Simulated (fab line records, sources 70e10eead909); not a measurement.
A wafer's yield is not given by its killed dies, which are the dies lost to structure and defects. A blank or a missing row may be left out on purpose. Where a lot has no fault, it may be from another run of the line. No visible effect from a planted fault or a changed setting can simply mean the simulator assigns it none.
What tool caused it? -- flow nand_harc -- 24 lots, 72 wafers sampled, at 5 steps of a route of 1302

WHAT EACH GAUGE READ, for each wafer
NHARC_A_BLC_INSPECT_12.
lot,measured,on,raw_defect_count
L075,day 22 23:45,defect_inspect-02,75 64 73
L074,day 23 02:34,defect_inspect-01,108 117 102
L076,day 23 08:14,defect_inspect-01,107 102 85
L078,day 23 11:18,defect_inspect-01,27 33 23
L077,day 23 18:50,defect_inspect-01,138 167 158
L079,day 25 02:52,defect_inspect-01,97 128 125
L080,day 25 06:02,defect_inspect-02,165 156 153
L081,day 25 09:45,defect_inspect-01,78 69 64
L082,day 26 18:04,defect_inspect-01,97 123 128
L084,day 26 19:10,defect_inspect-02,41 31 34
L083,day 26 19:58,defect_inspect-02,79 84 89
L085,day 27 12:51,defect_inspect-02,80 79 54
L086,day 27 14:40,defect_inspect-01,129 134 144
L087,day 28 02:16,defect_inspect-02,30 32 22
L089,day 28 14:50,defect_inspect-02,67 61 49
L088,day 28 19:18,defect_inspect-01,60 66 67
L092,day 30 03:07,defect_inspect-02,164 155 161
L090,day 30 06:56,defect_inspect-02,103 98 111
L091,day 30 11:28,defect_inspect-02,34 50 42
L095,day 30 20:09,defect_inspect-02,13 14 16
L093,day 31 02:25,defect_inspect-02,32 43 48
L094,day 31 02:52,defect_inspect-02,112 117 117
L096,day 31 21:44,defect_inspect-01,120 134 126
L097,day 32 16:35,defect_inspect-01,67 57 64

NHARC_A_BONDPAD_OVL_MEAS_35.
lot,measured,on,overlay_x_nm (nm),overlay_y_nm (nm)
L075,day 23 12:34,overlay-02,-8 -9 -9,1 1 1
L074,day 23 15:17,overlay-01,2 2 2,-2 -2 -1
L076,day 23 21:12,overlay-01,4 4 4,0 0 -1
L078,day 23 23:57,overlay-01,-2 -2 -2,-1 -2 -2
L077,day 24 07:37,overlay-01,-8 -8 -8,-6 -5 -6
L079,day 25 16:00,overlay-02,-14 -14 -14,5 5 5
L080,day 25 18:59,overlay-02,3 3 3,-6 -7 -7
L081,day 25 22:31,overlay-01,1 2 2,8 8 7
L082,day 27 07:20,overlay-02,-5 -4 -4,6 6 6
L084,day 27 07:55,overlay-01,0 1 0,-4 -4 -4
L083,day 27 09:09,overlay-02,-9 -9 -9,2 2 1
L085,day 28 01:43,overlay-02,9 9 9,0 0 0
L086,day 28 03:15,overlay-01,6 6 6,5 5 5
L087,day 28 15:06,overlay-02,-1 -1 -1,-2 -2 -2
L089,day 29 03:45,overlay-01,-1 -1 -1,8 9 9
L088,day 29 08:04,overlay-02,-3 -3 -3,10 10 11
L092,day 30 15:28,overlay-02,-13 -13 -13,9 9 9
L090,day 30 19:42,overlay-01,2 2 2,3 2 2
L091,day 31 00:18,overlay-02,3 3 4,-5 -6 -6
L095,day 31 09:17,overlay-02,2 2 2,2 2 2
L093,day 31 15:23,overlay-02,4 5 5,-2 -2 -2
L094,day 31 16:07,overlay-01,3 3 3,-7 -8 -8
L096,day 32 16:02,overlay-02,9 8 8,7 7 8
L097,day 33 05:25,overlay-02,-6 -6 -6,-3 -4 -3

WHICH TOOL RAN EACH LOT (tool, then ch and the chambers of the sampled wafers, then the start)
lot,NHARC_A_BLC_DESCUM_15,NHARC_A_BLC_ETCH_16,NHARC_A_BONDPAD_DEP_00
L075,"rie_diel-06 ch 1,2, day 22 23:49","rie_diel-06 ch 1,2,3, day 22 23:55","pecvd-01 ch 0,1, day 23 11:16"
L074,"rie_diel-06 ch 0,1, day 23 02:38","rie_diel-06 ch 0,2,3, day 23 02:44","pecvd-04 ch 0,1,2, day 23 13:59"
L076,"rie_diel-09 ch 2,3, day 23 08:18","rie_diel-09 ch 0,1,3, day 23 08:23","pecvd-01 ch 0,1, day 23 19:56"
L078,"rie_diel-09 ch 1,2,3, day 23 11:23","rie_diel-09 ch 0,1,3, day 23 11:28","pecvd-02 ch 1,2, day 23 22:38"
L077,"rie_diel-06 ch 0,2, day 23 18:54","rie_diel-06 ch 1,2,3, day 23 19:00","pecvd-01 ch 0,1,2, day 24 06:21"
L079,"rie_diel-06 ch 1,2, day 25 02:55","rie_diel-06 ch 0,1, day 25 03:01","pecvd-01 ch 1,2, day 25 14:41"
L080,"rie_diel-09 ch 0,1,3, day 25 06:07","rie_diel-09 ch 1,3, day 25 06:11","pecvd-01 ch 0,1, day 25 17:47"
L081,"rie_diel-09 ch 0,1,2, day 25 09:49","rie_diel-09 ch 0,1,3, day 25 09:53","pecvd-04 ch 0,1, day 25 21:12"
L082,"rie_diel-09 ch 0,1,2, day 26 18:08","rie_diel-09 ch 0,1,2, day 26 18:14","pecvd-01 ch 0,2, day 27 06:01"
L084,"rie_diel-01 ch 0,2,3, day 26 19:14","rie_diel-01 ch 0,1,3, day 26 19:19","pecvd-02 ch 0,1, day 27 06:37"
L083,"rie_diel-06 ch 1,2,3, day 26 20:01","rie_diel-06 ch 0,1,2, day 26 20:07","pecvd-02 ch 0,1,2, day 27 07:51"
L085,"rie_diel-09 ch 0,1,2, day 27 12:55","rie_diel-09 ch 0,2, day 27 13:00","pecvd-01 ch 1,2, day 28 00:18"
L086,"rie_diel-09 ch 0,2, day 27 14:44","rie_diel-09 ch 2,3, day 27 14:49","pecvd-02 ch 0,2, day 28 01:59"
L087,"rie_diel-01 ch 1,3, day 28 02:20","rie_diel-01 ch 1,2,3, day 28 02:26","pecvd-04 ch 1,2, day 28 13:58"
L089,"rie_diel-09 ch 0,1,3, day 28 14:55","rie_diel-09 ch 0,1, day 28 14:58","pecvd-04 ch 0,1,2, day 29 02:32"
L088,"rie_diel-09 ch 0,2, day 28 19:22","rie_diel-09 ch 1,3, day 28 19:26","pecvd-04 ch 0,1, day 29 08:04 or earlier"
L092,"rie_diel-09 ch 0,2,3, day 30 03:11","rie_diel-09 ch 0,1,2, day 30 03:16","pecvd-02 ch 0,2, day 30 14:17"
L090,"rie_diel-06 ch 0,1, day 30 06:59","rie_diel-06 ch 0,2,3, day 30 07:05","pecvd-04 ch 0,2, day 30 19:42 or earlier"
L091,"rie_diel-06 ch 1,2, day 30 11:32","rie_diel-06 ch 1,2,3, day 30 11:37","pecvd-01 ch 0,2, day 30 22:58"
L095,"rie_diel-09 ch 1,2,3, day 30 20:14","rie_diel-09 ch 0,1,2, day 30 20:19","pecvd-04 ch 0,1,2, day 31 09:17 or earlier"
L093,"rie_diel-06 ch 0,3, day 31 02:29","rie_diel-06 ch 0,2,3, day 31 02:34","pecvd-01 ch 0,1,2, day 31 14:03"
L094,"rie_diel-09 ch 0,2, day 31 02:56","rie_diel-09 ch 1,3, day 31 03:02","pecvd-01 ch 0,1,2, day 31 14:53"
L096,"rie_diel-09 ch 1,2,3, day 31 21:48","rie_diel-09 ch 0,2,3, day 31 21:53","pecvd-04 ch 0,1,2, day 32 14:43"
L097,"rie_diel-09 ch 0,1,3, day 32 16:39","rie_diel-09 ch 0,1, day 32 16:46","pecvd-01 ch 1,2, day 33 04:08"
- NHARC_A_BLC_DESCUM_15: chemistry O2, time 3 s.
- NHARC_A_BLC_ETCH_16: etches the open film in CF4, target depth 39 nm, time 65 s.
- NHARC_A_BONDPAD_DEP_00: deposits SiCN, target thk 250 nm.

WHAT THE TOOLS THEMSELVES READ (means of the sampled wafers that have a number; where no wafer has one, the mark that the record gives instead)
NHARC_A_BLC_DESCUM_15.
lot,tool,drypump_motor_current_A (A),mfc_ar_sccm (sccm),oes_product_au (a.u.),rf_vpp_V (V),showerhead_plenum_p_Torr (Torr),throttle_valve_pct (%)
L075,rie_diel-06,5.5,0.000,1.015,57.3,1.82,11.307
L074,rie_diel-06,5.3,0.000,0.993,58.7,1.79,11.314
L076,rie_diel-09,5.3,0.018,0.998,58.2,1.92,11.312
L078,rie_diel-09,5.3,0.013,0.990,58.2,1.91,11.313
L077,rie_diel-06,5.4,0.000,1.011,57.8,1.89,11.305
L079,rie_diel-06,5.5,0.000,0.991,56.4,1.82,11.314
L080,rie_diel-09,5.4,0.006,0.994,57.8,1.90,11.315
L081,rie_diel-09,5.0,0.009,0.997,58.0,1.95,11.309
L082,rie_diel-09,5.0,0.009,0.993,58.5,1.95,11.315
L084,rie_diel-01,5.5,0.006,0.993,58.3,1.93,11.318
L083,rie_diel-06,5.5,0.000,1.001,57.7,1.81,11.311
L085,rie_diel-09,5.0,0.009,0.994,57.5,1.95,11.308
L086,rie_diel-09,4.8,0.010,1.000,58.8,2.01,11.314
L087,rie_diel-01,5.4,0.000,0.999,57.7,1.92,11.315
L089,rie_diel-09,5.4,0.006,0.984,57.0,1.90,11.315
L088,rie_diel-09,4.8,0.010,1.002,58.8,2.01,11.307
L092,rie_diel-09,5.0,0.014,0.987,58.3,1.97,11.304
L090,rie_diel-06,5.2,0.001,1.000,56.9,1.82,11.304
L091,rie_diel-06,5.5,0.000,1.008,57.8,1.86,11.314
L095,rie_diel-09,5.3,0.013,1.000,58.4,1.91,11.309
L093,rie_diel-06,5.4,0.000,0.999,57.3,1.79,11.313
L094,rie_diel-09,4.8,0.010,0.998,57.3,2.01,11.309
L096,rie_diel-09,5.3,0.013,0.989,58.3,1.91,11.304
L097,rie_diel-09,5.4,0.006,0.999,57.5,1.90,11.317

NHARC_A_BLC_ETCH_16.
lot,tool,bias_w (W),drypump_motor_current_A (A),mfc_ar_sccm (sccm),oes_product_au (a.u.),rf_vpp_V (V),showerhead_plenum_p_Torr (Torr),throttle_valve_pct (%)
L075,rie_diel-06,99.91,5.5,0.000,1.003,150.6,1.69,13.294
L074,rie_diel-06,100.02,5.4,0.000,0.996,150.4,1.71,13.289
L076,rie_diel-09,99.77,5.4,0.006,0.997,151.2,1.76,13.277
L078,rie_diel-09,99.83,5.4,0.006,0.994,151.2,1.76,13.281
L077,rie_diel-06,100.22,5.5,0.000,1.002,150.2,1.69,13.282
L079,rie_diel-06,99.91,5.3,0.000,0.992,150.8,1.66,13.282
L080,rie_diel-09,100.21,5.6,0.009,0.990,150.5,1.72,13.280
L081,rie_diel-09,99.98,5.3,0.006,0.991,151.1,1.76,13.297
L082,rie_diel-09,100.09,5.0,0.009,1.000,151.4,1.80,13.295
L084,rie_diel-01,100.22,5.6,0.003,0.996,152.4,1.78,13.283
L083,rie_diel-06,100.08,5.4,0.000,1.004,150.9,1.70,13.287
L085,rie_diel-09,99.66,4.8,0.010,1.004,152.8,1.85,13.286
L086,rie_diel-09,100.10,5.3,0.018,1.000,151.2,1.78,13.282
L087,rie_diel-01,99.70,5.8,0.003,1.000,151.7,1.82,13.289
L089,rie_diel-09,99.94,5.1,0.002,1.001,151.1,1.79,13.292
L088,rie_diel-09,99.92,5.6,0.009,0.999,150.5,1.72,13.286
L092,rie_diel-09,100.02,5.0,0.009,0.989,152.3,1.80,13.291
L090,rie_diel-06,100.00,5.4,0.000,1.007,151.0,1.70,13.284
L091,rie_diel-06,100.03,5.5,0.000,1.005,149.5,1.68,13.276
L095,rie_diel-09,100.38,5.0,0.009,1.003,152.4,1.80,13.285
L093,rie_diel-06,100.38,5.4,0.000,1.001,151.5,1.70,13.278
L094,rie_diel-09,100.44,5.6,0.005,0.994,150.6,1.70,13.275
L096,rie_diel-09,100.32,5.0,0.014,0.994,151.6,1.81,13.279
L097,rie_diel-09,99.86,5.1,0.002,0.997,151.3,1.79,13.276

NHARC_A_BONDPAD_DEP_00.
lot,tool,heater_power_w (W)
L075,pecvd-01,616
L074,pecvd-04,678
L076,pecvd-01,667
L078,pecvd-02,700
L077,pecvd-01,621
L079,pecvd-01,579
L080,pecvd-01,612
L081,pecvd-04,650
L082,pecvd-01,549
L084,pecvd-02,665
L083,pecvd-02,696
L085,pecvd-01,639
L086,pecvd-02,650
L087,pecvd-04,650
L089,pecvd-04,686
L088,pecvd-04,617
L092,pecvd-02,665
L090,pecvd-04,679
L091,pecvd-01,582
L095,pecvd-04,646
L093,pecvd-01,611
L094,pecvd-01,624
L096,pecvd-04,641
L097,pecvd-01,616

THE ANSWER, worked out from the rows above alone
Rule: what is usual is taken from the lots themselves. Put in order of their means at a reading, lots are off if they are a third of the lots or fewer, leave a main group of 4 or more, and stand apart from it by a gap of 3 or more times the standard deviation of the main group's means; of several such gaps the widest counts. A main group is skipped when, at the precision printed for the reading in the tables above, its means are all equal. Also off: a lot with no number at a reading for which 4 or more lots have one. The other lots that the step has rows for count as sound. First the gauges in route order, then the tools' own readings, where a lot's mean is used as printed above. The first step at which some lot is off is used, and at that step the reading that is off furthest; a lot without a number counts as furthest.
No lot is off at any reading shown: from this, nothing can be told.

WHAT THE SIMULATOR PUT IN
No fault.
